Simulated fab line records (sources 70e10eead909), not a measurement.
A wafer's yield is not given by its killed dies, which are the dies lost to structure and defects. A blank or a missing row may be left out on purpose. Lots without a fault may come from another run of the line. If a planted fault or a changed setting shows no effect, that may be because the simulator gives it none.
Comparing a struck lot with a sound one | flow nand harc | 12 steps out of a route of 1159
Sound: wafers L241.2, L241.3, L241.6. The struck wafers were L249.1, L249.2, L249.5. The cause is given at the end.
At each step with rows: each side's tool, then ch and its chambers, then its first start. Under that, the readings that differ: sound wafers | struck wafers | difference of the means | sigmas: that difference in standard deviations of wafers without a fault.
alike: same words and numbers on both sides, and readings whose means sit less than 2 such deviations apart. not compared: any withheld reading, any reading some wafer has no value for, any bound like >300 that may hide the same value, and any number with overlapping values for which the record gives no deviation.
Wherever a step has rows on one side only, a row that says differs or no value, or a row with sigmas, the two part there. Numbers that have no deviation but don't overlap get no sigmas and don't part them. Lack of a reading on every wafer of one side parts them only where that side has two or more wafers.

NHARC_A_SOURCE_PLATE_THK_MEAS_09: measures by ellipsometry.
  sound on film metro-02, day 9 16:39; struck on film metro-02, day 11 00:49
  alike: thk nm
then, 3 steps without rows for these wafers: NHARC_A_SOURCE_PLATE_PVD_04 (deposits WSi2, target thk 50 nm); NHARC_A_SOURCE_PLATE_CVD_03 (deposits poly-Si, target thk 200 nm, time 4000 s); NHARC_A_SOURCE_PLATE_ANNEAL_05 (time 1800 s).
NHARC_A_SOURCE_PLATE_THK_MEAS_06: measures by ellipsometry.
  sound on film metro-02, day 10 07:40; struck on film metro-02, day 11 14:01
  alike: thk nm
NHARC_A_SOURCE_PLATE_INSPECT_08:
  sound on defect inspect-02, day 10 07:44; struck on defect inspect-02, day 11 14:04
  alike: raw defect count
following that, 1 step holds no rows for these wafers, namely NHARC_A_ONON_D1_DEP_00 (target thickness 1000 nm).
NHARC_A_ONON_D1_THK_MEAS_02: measures by ellipsometry.
  sound on film metro-01, day 10 08:19; struck on film metro-02, day 11 14:39
  alike: thk nm
following that, 1 step holds no rows for these wafers, namely NHARC_A_ONON_D1_DEP_03 (target thickness 1000 nm).
NHARC_A_ONON_D1_THK_MEAS_05: measures by ellipsometry.
  sound on film metro-02, day 10 08:52; struck on film metro-01, day 11 15:13
  alike: thk nm
NHARC_A_ONON_D1_DEP_06: target thk 1000 nm.
  sound on pecvd onon-02 ch 0, day 10 08:59; struck on pecvd onon-02, day 11 15:16
  no value came back on the struck wafers for n2 flow sccm (sccm), n2o flow sccm (sccm); on the sound wafers n2 flow sccm (sccm) reads 2741 2748 2742
-- break in the record here, with 12 days between the starts of the struck wafers on either side (left off in module A_ONON_D1, picked up again in module END, where the first step shown is number 1159 on the route) --
NHARC_END_SORT_01:
  only the struck wafers appear in the record here, on prober-02 ch 0 at day 23 04:37; the sound ones have no rows

## WHERE THEY PART
At NHARC_A_ONON_D1_DEP_06 first; at NHARC_END_SORT_01 last (within this record only).

WHY: what the simulator had put in
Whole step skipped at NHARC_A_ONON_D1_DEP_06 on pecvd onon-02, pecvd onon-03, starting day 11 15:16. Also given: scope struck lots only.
